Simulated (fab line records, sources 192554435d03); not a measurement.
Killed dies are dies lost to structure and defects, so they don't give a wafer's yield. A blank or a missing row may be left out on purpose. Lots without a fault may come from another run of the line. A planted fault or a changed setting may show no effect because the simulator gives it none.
fab line records | flow n5_finfet
record lots=9 wafers=27 last_day=18
route steps=1938 shown DUMMY_GATE@233 BEOL_M4@1111 PASSIVATION@1936
lots that met no fault: from a run of the same line without faults
start_h: hours from the record's first day to the start of the lot's first wafer shown | wait_h: hours since the lot's step before | " the same as in the row above | L1.1+2: a row that stands for several wafers | - no value, or no start given | * or withheld: withheld | < > ~ a bound
route shown NAME@n: a module of which the file shows steps, and the number in the route of the first | usual: mean/standard deviation of fault-free wafers | same: alike in all rows | chamber/n: place in a boat | sites: the reading at each site | _std_site: their standard deviation | _edge_site: outer sites' mean less inner sites' | radius_mm: how far each site lies from the wafer's centre | mask NAME#n: copy n | behind: the tool/chamber that last shaped the wafer | hold: why the lot was held/for how many hours/how that ended | device: the transistor (n, p or np) that didn't switch | end of line: the same wafers' tests at the end of the route | a step without rows: its recipe alone | killed: dies lost to structure and defects at the first sort, not the wafer's yield | map: a wafer's dies, x killed, . not, _ none there
set.NAME: the setting as run; set.NAME@STEP: as run at that earlier step | model.NAME: the simulator's own value behind a step, which no gauge read
steps of the route over a sample of lots; a table a step, a row a wafer
services: from which hour (start_h, from the record's first day; less than 0 if before it) a tool's chamber was out of use, for how many hours, and why
## steps
# step N5_DUMMY_GATE_INSPECT_17
# recipe mode=adi inspect_instrument=brightfield
# usual raw_defect_count=206/53
# columns lot.wafer tool chamber start_h wait_h raw_defect_count
L393.1 defect_inspect-01 - 60.45 0.1 166
L393.4 " - " " 196
L393.5 " - " " 170
L394.3 defect_inspect-01 - 66.32 0.0 194
L394.5 " - " " 313
L394.6 " - " " 193
L396.2 defect_inspect-01 - 82.57 0.0 196
L396.3 " - " " 220
L396.6 " - " " 177
L398.1 defect_inspect-01 - 88.08 0.1 155
L398.3 " - " " 159
L398.6 " - " " 189
L407.2 defect_inspect-02 - 142.90 0.0 273
L407.3 " - " " 214
L407.4 " - " " 155
L408.1 defect_inspect-01 - 147.80 0.1 138
L408.2 " - " " 137
L408.4 " - " " 160
L409.1 defect_inspect-01 - 152.61 0.1 239
L409.2 " - " " 151
L409.3 " - " " 174
L411.1 defect_inspect-02 - 166.17 0.1 194
L411.4 " - " " 341
L411.5 " - " " 330
L414.3 defect_inspect-01 - 185.07 0.0 186
L414.5 " - " " 151
L414.6 " - " " 182
# step N5_DUMMY_GATE_ETCH_29
# recipe chemistry=N2/H2 target=underlayer target_depth_a=130 ion_energy_ev=200 pressure_mtorr=30 source_w=840 bias_w=150 n2_flow_sccm=200 h2_flow_sccm=200
# usual drypump_motor_current_A=5.43/0.29 oes_product_au=0.75/0.079 rf_fwd_power_W=830/4 rf_vpp_V=525.1/1.8 showerhead_plenum_p_Torr=2.59/0.06 throttle_valve_pct=18.0/0.31
# columns lot.wafer tool chamber start_h wait_h drypump_motor_current_A oes_product_au rf_fwd_power_W rf_hours_counter_h rf_vpp_V showerhead_plenum_p_Torr throttle_valve_pct
L393.1 rie_diel-06 3 60.59 0.0 5.32 0.76 833 125 524.7 2.56 18.1
L393.4 " 0 " " 5.08 0.77 826 112 527.1 2.69 17.9
L393.5 " 2 " " 5.89 0.77 825 - 524.8 2.56 18.5
L394.3 rie_diel-06 2 66.41 0.0 5.91 0.77 827 164 524.3 2.56 18.5
L394.5 " 1 " " 5.46 0.71 822 - 526.1 2.62 18.0
L394.6 " 2 " " 5.91 0.76 826 - 522.7 2.56 18.5
L396.2 rie_diel-05 3 82.67 0.0 5.32 0.76 832 128 525.1 2.54 18.0
L396.3 " 2 " " 5.67 0.72 834 228 526.0 2.62 18.0
L396.6 " 3 " " 5.29 0.76 833 - 524.7 2.54 18.0
L398.1 rie_diel-06 1 88.18 0.0 5.47 0.70 824 220 525.2 2.62 18.0
L398.3 " 2 " " 5.90 0.75 828 169 524.9 2.56 18.5
L398.6 " 2 " " 5.91 0.75 827 - 523.6 2.56 18.5
L407.2 rie_diel-05 2 143.00 0.0 5.69 0.79 1037 246 489.8 2.61 18.1
L407.3 " 0 " " 5.03 0.75 1035 238 489.2 2.63 18.4
L407.4 " 3 " " 5.30 0.84 1033 145 488.8 2.54 18.0
L408.1 rie_diel-05 2 147.97 0.0 5.72 0.79 1034 248 488.9 2.61 18.1
L408.2 " 1 " " 5.46 1.07 1026 13 486.4 2.49 17.4
L408.4 " 3 " " 5.33 0.84 1037 147 486.8 2.54 18.0
L409.1 rie_diel-06 2 152.71 0.0 5.89 0.75 824 182 522.4 2.55 18.5
L409.2 " 1 " " 5.45 0.69 827 244 526.4 2.61 18.0
L409.3 " 3 " " 5.33 0.72 831 157 525.3 2.55 18.1
L411.1 rie_diel-03 3 166.27 0.0 5.13 0.69 833 239 526.3 2.63 18.3
L411.4 " 1 " " 5.29 0.83 829 54 527.4 2.68 17.6
L411.5 " 2 " " 5.26 0.68 829 - 524.0 2.51 18.2
L414.3 rie_diel-06 0 185.67 0.0 5.10 0.74 829 152 527.0 2.67 17.9
L414.5 " 0 " " 5.10 0.74 826 - 527.3 2.67 17.9
L414.6 " 3 " " 5.33 0.72 834 - 522.8 2.54 18.1
# step N5_DUMMY_GATE_ETCH_37
# recipe chemistry=N2/H2 target=SOC target_depth_a=600 overetch_a=300 temp_c=40 ion_energy_ev=200 pressure_mtorr=30 source_w=840 bias_w=150 n2_flow_sccm=200 h2_flow_sccm=200
# usual drypump_motor_current_A=5.43/0.29 oes_product_au=0.60/0.06 rf_fwd_power_W=830/4.2 rf_vpp_V=524.8/1.8 showerhead_plenum_p_Torr=2.59/0.06 throttle_valve_pct=17.9/0.31
# columns lot.wafer tool chamber start_h wait_h drypump_motor_current_A oes_product_au rf_fwd_power_W rf_hours_counter_h rf_vpp_V showerhead_plenum_p_Torr throttle_valve_pct
L393.1 rie_diel-06 3 60.67 0.0 5.32 0.60 833 125 523.9 2.56 18.0
L393.4 " 0 " " 5.08 0.60 824 112 527.2 2.69 17.8
L393.5 " 2 " " 5.89 0.61 833 - 521.7 2.56 18.4
L394.3 rie_diel-06 2 66.49 0.0 5.90 0.60 824 164 522.6 2.56 18.4
L394.5 " 1 " " 5.44 0.56 830 - 526.5 2.62 17.9
L394.6 " 2 " " 5.90 0.61 827 - 523.6 2.56 18.4
L396.2 rie_diel-05 3 82.75 0.0 5.34 0.60 832 129 525.8 2.54 17.9
L396.3 " 2 " " 5.69 0.56 827 228 525.7 2.62 17.9
L396.6 " 3 " " 5.35 0.60 832 - 523.3 2.54 17.9
L398.1 rie_diel-06 1 88.26 0.0 5.48 0.56 825 220 525.1 2.62 18.0
L398.3 " 2 " " 5.89 0.59 831 169 523.6 2.56 18.4
L398.6 " 2 " " 5.89 0.60 830 - 524.8 2.56 18.4
L407.2 rie_diel-05 2 143.08 0.0 5.71 0.55 830 246 524.8 2.61 18.0
L407.3 " 0 " " 4.99 0.55 834 238 526.0 2.63 18.3
L407.4 " 3 " " 5.35 0.59 834 145 523.6 2.54 17.9
L408.1 rie_diel-05 2 148.05 0.0 5.71 0.55 836 248 526.4 2.61 18.0
L408.2 " 1 " " 5.46 0.74 826 13 522.0 2.49 17.3
L408.4 " 3 " " 5.33 0.59 837 147 523.5 2.54 17.9
L409.1 rie_diel-06 2 152.79 0.0 5.91 0.60 827 182 523.4 2.56 18.4
L409.2 " 1 " " 5.45 0.54 825 244 526.4 2.61 18.0
L409.3 " 3 " " 5.35 0.58 835 157 524.0 2.55 18.0
L411.1 rie_diel-03 3 166.35 0.0 5.16 0.55 827 239 524.8 2.63 18.2
L411.4 " 1 " " 5.30 0.66 836 54 527.8 2.68 17.6
L411.5 " 2 " " 5.23 0.55 829 - 523.4 2.51 18.1
L414.3 rie_diel-06 0 185.75 0.0 5.07 0.58 821 152 527.4 2.67 17.9
L414.5 " 0 " " 5.07 0.58 826 - 525.1 2.67 17.9
L414.6 " 3 " " 5.33 0.57 831 - 523.2 2.54 18.1
# step N5_DUMMY_GATE_TRIM_49
# recipe chemistry=O2 resist=SOC time_s=29 target_cd_nm=14 source_power_w=300 bias_power_w=0 O2_flow_sccm=100 temp_c=20
# usual drypump_motor_current_A=5.7/0.45 he_backside_leak_sccm=2.8/0.4 oes_product_au=1.002/0.018 throttle_valve_pct=8.13/0.14
# columns lot.wafer tool chamber start_h wait_h drypump_motor_current_A he_backside_leak_sccm oes_product_au rf_hours_counter_h throttle_valve_pct
L393.1 rie_si-02 0 60.76 0.0 5.5 3.3 1.028 148 8.20
L393.4 " 1 " " 5.7 2.5 0.992 66 8.16
L393.5 " 3 " " 6.5 2.9 0.988 - 7.98
L394.3 rie_si-06 0 66.57 0.0 5.1 3.0 1.027 51 8.01
L394.5 " 0 " " 5.1 3.1 1.027 - 7.99
L394.6 " 3 " " 5.1 2.9 0.956 - 7.99
L396.2 rie_si-01 1 82.83 0.0 5.7 3.0 1.001 162 8.20
L396.3 " 2 " " 5.7 2.8 0.998 57 7.90
L396.6 " 1 " " 5.7 3.0 1.004 - 8.19
L398.1 rie_si-02 3 88.34 0.0 6.4 2.9 0.991 107 7.97
L398.3 " 0 " " 5.5 3.2 1.013 149 8.20
L398.6 " 0 " " 5.5 3.2 1.024 - 8.19
L407.2 rie_si-01 2 143.16 0.0 5.7 4.5 0.974 58 7.90
L407.3 " 0 " " 6.4 3.0 1.002 175 8.26
L407.4 " 1 " " 5.7 3.0 0.991 163 8.21
L408.1 rie_si-02 1 148.13 0.0 5.7 2.5 1.002 67 8.16
L408.2 " 2 " " 5.6 2.4 0.998 2 8.36
L408.4 " 0 " " 5.5 3.2 1.039 150 8.20
L409.1 rie_si-06 1 152.87 0.0 4.6 2.7 1.001 14 7.97
L409.2 " 3 " " 5.1 2.9 0.975 14 8.00
L409.3 " 0 " " 5.1 2.9 1.031 53 8.01
L411.1 rie_si-02 0 166.43 0.0 5.5 3.3 1.031 150 8.19
L411.4 " 2 " " 5.6 2.5 0.992 3 8.37
L411.5 " 0 " " 5.5 3.2 1.028 - 8.20
L414.3 rie_si-02 2 185.83 0.0 5.6 2.6 1.003 3 8.38
L414.5 " 0 " " 5.5 3.2 1.030 - 8.18
L414.6 " 1 " " 5.7 2.4 0.996 - 8.15
# step N5_BEOL_M4_RC_MEAS_101
# usual DIBL_N=36.4/1.7 DIBL_P=36.4/2.1 IOFF_N=0.16/0.035 IOFF_P=0.21/0.035 ION_N=680/11 ION_P=465/6.8 SS_N=71.5/0.58 SS_P=73.2/0.72 VT_N=249/3.6 VT_P=-250/3.1
# columns lot.wafer tool chamber start_h wait_h DIBL_N[mV/V] DIBL_P[mV/V] IOFF_N[nA/um] IOFF_P[nA/um] ION_N[uA/um] ION_P[uA/um] SS_N[mV/dec] SS_P[mV/dec] VT_N[mV] VT_P[mV]
L393.1 prober-01 0 181.62 0.0 36.0 37.7 0.17 0.24 685 469 71.2 73.6 248 -250
L393.4 " 0 " " 35.2 36.5 0.16 0.22 686 471 71.3 73.5 249 -250
L393.5 " 0 " " 37.9 39.5 0.22 0.28 693 476 72.1 74.4 247 -246
L394.3 prober-01 0 191.48 0.3 35.5 36.7 0.17 0.22 701 472 71.6 73.9 246 -246
L394.5 " 0 " " 36.5 37.4 0.20 0.23 691 463 71.4 73.5 246 -246
L394.6 " 0 " " 34.6 35.5 0.16 0.19 686 464 71.5 73.5 250 -251
L396.2 prober-02 0 209.50 0.2 37.9 39.1 0.19 0.23 686 461 72.5 74.7 247 -251
L396.3 " 0 " " 35.0 34.9 0.13 0.17 666 458 70.4 73.3 255 -254
L396.6 " 0 " " 37.2 37.8 0.16 0.21 669 459 71.7 73.2 251 -252
L398.1 prober-02 0 216.23 0.0 36.7 38.2 0.19 0.24 682 472 72.0 74.0 244 -249
L398.3 " 0 " " 32.4 33.1 0.12 0.16 671 461 71.7 72.1 254 -253
L398.6 " 0 " " 36.7 37.7 0.19 0.23 682 465 71.5 73.9 246 -250
L407.2 prober-01 0 268.61 0.2 34.8 35.6 0.14 0.18 672 468 70.0 72.8 252 -253
L407.3 " 0 " " 36.1 36.9 0.16 0.20 684 472 71.1 73.8 251 -252
L407.4 " 0 " " 36.8 36.9 0.17 0.20 685 466 71.1 73.2 253 -252
L408.1 prober-02 0 273.42 0.0 37.3 38.4 0.17 0.22 680 462 72.0 73.3 250 -250
L408.2 " 0 " " 36.7 37.5 0.15 0.21 656 452 71.5 72.6 254 -250
L408.4 " 0 " " 34.5 35.8 0.13 0.19 668 465 71.2 72.8 254 -248
L409.1 prober-02 0 278.91 0.0 34.0 33.9 0.12 0.15 664 457 71.4 72.0 256 -253
L409.2 " 0 " " 37.2 36.5 0.16 0.19 674 458 71.8 72.7 250 -252
L409.3 " 0 " " 35.8 35.5 0.14 0.18 676 464 70.8 72.2 252 -255
L411.1 prober-01 0 302.39 0.0 36.7 38.0 0.19 0.23 681 460 71.7 73.4 245 -249
L411.4 " 0 " " 35.4 35.9 0.17 0.19 684 460 71.5 73.1 246 -253
L411.5 " 0 " " 35.4 36.5 0.18 0.19 690 466 71.6 73.5 248 -254
L414.3 prober-01 0 309.77 0.3 36.0 36.2 0.16 0.23 678 470 71.7 72.8 248 -249
L414.5 " 0 " " 34.6 33.8 0.12 0.19 665 464 71.1 72.1 252 -251
L414.6 " 0 " " 38.6 39.1 0.21 0.28 692 469 72.3 74.4 247 -247
# step N5_PASSIVATION_PROBE_49
# usual defect_limited_yield=91.3/1.4 killed_at_M0_to_M3=36/11 killed_at_M4_up=13/5.2 killed_at_contacts=13/6.5 killed_at_front_end=37/11 killed_at_other=3.6/2.9 killed_dies=103/17 killed_on_rim=13/3.6 killed_open=68/12 killed_short=33/7.3 sort_bin_5_function=5.2/0.91 sort_bin_6_memory=3.2/0.67 sort_bin_8_speed=0.00/0.0099 sort_n_pass=1077/17 sort_yield_pct=91.3/1.4
# same gross_dies=1180 killed_at_back_side=0 sort_bin_4_leakage[%]=0
# columns lot.wafer tool chamber start_h wait_h defect_limited_yield[%] killed_at_M0_to_M3 killed_at_M4_up killed_at_contacts killed_at_front_end killed_at_other killed_dies killed_on_rim killed_open killed_short sort_bin_5_function[%] sort_bin_6_memory[%] sort_bin_8_speed[%] sort_n_pass sort_yield_pct[%]
L394.3 prober-01 - 294.87 0.1 91.2 43 14 21 25 1 104 13 70 34 4.6 3.9 0 1076 91.2
L394.5 prober-01 - 294.97 0.2 92.8 45 7 12 18 3 85 11 64 21 4.2 2.8 0 1095 92.8
L394.6 prober-01 - 295.02 0.3 91.3 44 8 15 30 6 103 13 67 36 5.4 3.1 0 1077 91.3
L398.1 prober-01 - 323.32 0.0 93.7 27 11 10 20 6 74 4 50 24 3.6 2.5 0 1106 93.7
L398.3 prober-01 - 323.42 0.1 90.1 33 17 14 50 3 117 20 83 33 6.1 3.6 0 1063 90.1
L398.6 prober-01 - 323.57 0.3 92.1 20 11 16 46 0 93 13 55 37 5.0 2.5 0 1087 92.1
L408.1 prober-01 - 378.28 0.0 94.8 20 5 4 29 3 61 13 43 17 3.2 1.9 0 1119 94.8
L408.2 prober-01 - 378.33 0.1 91.9 31 13 7 40 5 96 13 63 31 5.2 2.7 0.08 1084 91.9
L408.4 prober-01 - 378.43 0.2 91.6 29 17 13 34 6 99 11 67 32 5.1 3.2 0 1081 91.6
L409.1 prober-01 - 383.78 0.0 93.1 23 7 19 32 1 82 8 58 24 3.9 2.9 0 1098 93.1
L409.2 prober-01 - 383.83 0.1 89.9 38 7 33 37 4 119 15 81 32 6.2 3.1 0 1061 89.9
L409.3 prober-01 - 383.88 0.1 92.8 20 13 17 35 0 85 10 60 25 4.4 2.5 0 1095 92.8
L411.1 prober-02 - 409.66 0.0 89.7 48 21 13 37 3 122 11 85 33 6.4 3.2 0 1058 89.7
L411.4 prober-02 - 409.81 0.2 91.7 45 14 18 18 3 98 13 63 32 5.0 3.1 0 1082 91.7
L411.5 prober-02 - 409.86 0.2 89.7 46 14 18 40 3 121 20 78 39 6.5 3.4 0 1059 89.7
# killed by level:class
L394.3 MOL_CONTACT_COAG:geometric_particle:open=17 BEOL_M3:geometric_particle:open=10 BEOL_M0_SAQP:geometric_particle:open=9 BEOL_M2:geometric_particle:open=7 FIN_SAQP:geometric_particle:short=6 BEOL_M0_SAQP:geometric_particle:short=6 STARTING-WAFER:geometric_particle:open=5 BEOL_M4:geometric_particle:open=5
L394.5 MOL_CONTACT_COAG:geometric_particle:open=11 BEOL_M2:geometric_particle:open=10 BEOL_M3:geometric_particle:open=9 BEOL_M0:geometric_particle:open=7 BEOL_M0_SAQP:geometric_particle:open=6 BEOL_M0_SAQP:geometric_particle:short=4 STARTING-WAFER:geometric_particle:open=4 STI_FIN_REVEAL:geometric_particle:open=3
L394.6 MOL_CONTACT_COAG:geometric_particle:open=13 BEOL_M0_SAQP:geometric_particle:short=13 BEOL_M3:geometric_particle:open=11 BEOL_M0_SAQP:geometric_particle:open=11 STI_FIN_REVEAL:geometric_particle:open=10 GATE_CUT:geometric_particle:short=5 BEOL_M2:geometric_particle:open=5 PASS1_CAP:geometric_particle:short=4
L398.1 FIN_SAQP:geometric_particle:open=8 BEOL_M0_SAQP:geometric_particle:short=8 MOL_CONTACT_COAG:geometric_particle:open=6 BEOL_M3:geometric_particle:open=6 BEOL_M0_SAQP:geometric_particle:open=5 MOL_CONTACT_COAG:geometric_particle:short=4 BEOL_M2:geometric_particle:open=4 FIN_SAQP:geometric_particle:short=3
L398.3 FIN_SAQP:geometric_particle:open=23 MOL_CONTACT_COAG:geometric_particle:open=13 BEOL_M3:geometric_particle:open=11 BEOL_M2:geometric_particle:open=8 BEOL_M0_SAQP:geometric_particle:short=7 DUMMY_GATE:geometric_particle:open=5 FIN_SAQP:geometric_particle:short=5 BEOL_M4:geometric_particle:short=5
L398.6 FIN_SAQP:geometric_particle:open=18 MOL_CONTACT_COAG:geometric_particle:open=13 FIN_SAQP:geometric_particle:short=9 BEOL_M0_SAQP:geometric_particle:short=6 BEOL_M4:geometric_particle:open=4 STARTING-WAFER:geometric_particle:short=4 FIN_CUT:geometric_particle:short=3 BEOL_M3:geometric_particle:open=3
L408.1 BEOL_M1:geometric_particle:open=8 FIN_SAQP:geometric_particle:open=6 STI_FIN_REVEAL:geometric_particle:open=5 DUMMY_GATE:geometric_particle:open=5 BEOL_M0_SAQP:geometric_particle:open=4 FIN_SAQP:geometric_particle:short=3 BEOL_M1:geometric_particle:short=3 BEOL_M3:geometric_particle:open=3
L408.2 BEOL_M0_SAQP:geometric_particle:open=11 STI_FIN_REVEAL:geometric_particle:open=8 MOL_CONTACT_COAG:geometric_particle:open=7 BEOL_M1:geometric_particle:open=7 DUMMY_GATE:geometric_particle:open=6 GATE_CUT:geometric_particle:short=5 BEOL_M0_SAQP:geometric_particle:short=5 FIN_SAQP:geometric_particle:open=4
L408.4 MOL_CONTACT_COAG:geometric_particle:open=11 BEOL_M1:geometric_particle:open=9 BEOL_M3:geometric_particle:open=8 GATE_CUT:geometric_particle:short=7 BEOL_M4:geometric_particle:open=7 STI_FIN_REVEAL:geometric_particle:open=6 BEOL_M0_SAQP:geometric_particle:open=6 FIN_SAQP:geometric_particle:short=5
L409.1 MOL_CONTACT_COAG:geometric_particle:open=17 STI_FIN_REVEAL:geometric_particle:open=8 BEOL_M0_SAQP:geometric_particle:open=6 DUMMY_GATE:geometric_particle:open=5 BEOL_M0_SAQP:geometric_particle:short=4 BEOL_M1:geometric_particle:open=4 FIN_SAQP:geometric_particle:short=3 FIN_SAQP:geometric_particle:open=3
L409.2 MOL_CONTACT_COAG:geometric_particle:open=26 BEOL_M1:geometric_particle:open=11 BEOL_M0_SAQP:geometric_particle:open=9 MOL_CONTACT_COAG:geometric_particle:short=7 BEOL_M0_SAQP:geometric_particle:short=7 STI_FIN_REVEAL:geometric_particle:open=6 HKMG_FIN:area_etch=6 DUMMY_GATE:geometric_particle:open=5
L409.3 MOL_CONTACT_COAG:geometric_particle:open=14 BEOL_M0_SAQP:geometric_particle:short=7 FIN_SAQP:geometric_particle:open=6 STI_FIN_REVEAL:geometric_particle:open=6 BEOL_M8:geometric_particle:open=5 DUMMY_GATE:geometric_particle:open=4 BEOL_M0_SAQP:geometric_particle:open=4 BEOL_M5:geometric_particle:open=4
L411.1 MOL_CONTACT_COAG:geometric_particle:open=12 BEOL_M0_SAQP:geometric_particle:short=12 FIN_SAQP:geometric_particle:open=11 BEOL_M2:geometric_particle:open=10 BEOL_M3:geometric_particle:open=10 BEOL_M4:geometric_particle:open=9 STARTING-WAFER:geometric_particle:open=6 FIN_SAQP:geometric_particle:short=4
L411.4 MOL_CONTACT_COAG:geometric_particle:open=15 BEOL_M2:geometric_particle:open=12 BEOL_M0_SAQP:geometric_particle:short=8 BEOL_M1:geometric_particle:open=7 GATE_CUT:geometric_particle:short=6 BEOL_M3:geometric_particle:open=6 BEOL_M4:geometric_particle:open=6 FIN_SAQP:geometric_particle:open=5
L411.5 MOL_CONTACT_COAG:geometric_particle:open=13 BEOL_M0_SAQP:geometric_particle:open=11 BEOL_M1:geometric_particle:open=8 FIN_SAQP:geometric_particle:short=7 GATE_CUT:geometric_particle:short=7 BEOL_M2:geometric_particle:open=7 BEOL_M3:geometric_particle:open=7 GATE_CUT:geometric_particle:open=6
## services
# columns tool chamber start_h hours kind
rie_si-01 2 38.08 5.0 repair
rie_diel-05 1 77.53 - clean
rie_diel-05 1 77.53 - consumable_replace:focus_ring
rie_diel-05 1 77.53 21.6 scheduled_down
rie_diel-05 1 77.53 21.6 vent_cycle
rie_si-01 - 85.28 4.1 repair
rie_diel-05 0 91.43 9.1 repair
rie_si-06 3 93.16 4.6 repair
rie_si-06 - 100.22 0.4 repair
rie_diel-06 2 118.80 26.8 repair
rie_si-06 2 123.88 7.5 repair
rie_si-01 - 134.41 0.8 repair
rie_si-01 2 138.88 3.6 repair
rie_diel-05 2 156.15 - clean
rie_diel-05 2 156.15 - consumable_replace:focus_ring
rie_diel-05 2 156.15 14.8 scheduled_down
rie_diel-05 2 156.15 14.8 vent_cycle
rie_diel-06 0 169.70 4.3 repair
rie_diel-06 1 173.98 - clean
rie_diel-06 1 173.98 - consumable_replace:focus_ring
rie_diel-06 1 173.98 20.7 scheduled_down
rie_diel-06 1 173.98 20.7 vent_cycle
rie_diel-05 0 183.06 - clean
rie_diel-05 - 184.13 1.2 repair
## key
first_sign step=N5_DUMMY_GATE_ETCH_29 reading=rf_fwd_power_W direction=up sigmas=51 usual=* struck=*
effect step=N5_DUMMY_GATE_ETCH_29 reading=rf_vpp_V direction=down sigmas=21 usual=525.1 struck=488.3
met_at N5_DUMMY_GATE_ETCH_29
struck_lots L407,L408
not_acting_at N5_DUMMY_GATE_INSPECT_17,N5_DUMMY_GATE_ETCH_37,N5_DUMMY_GATE_TRIM_49
onset_between 82.67 143.00
fault kind=process_parameter_drift tool=rie_diel-05 chamber=- onset_h=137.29 steps=N5_DUMMY_GATE_ETCH_29 channel=source_w offset=201.6 shape=step end_h=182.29 acts_in=these_recipes_only stated=840
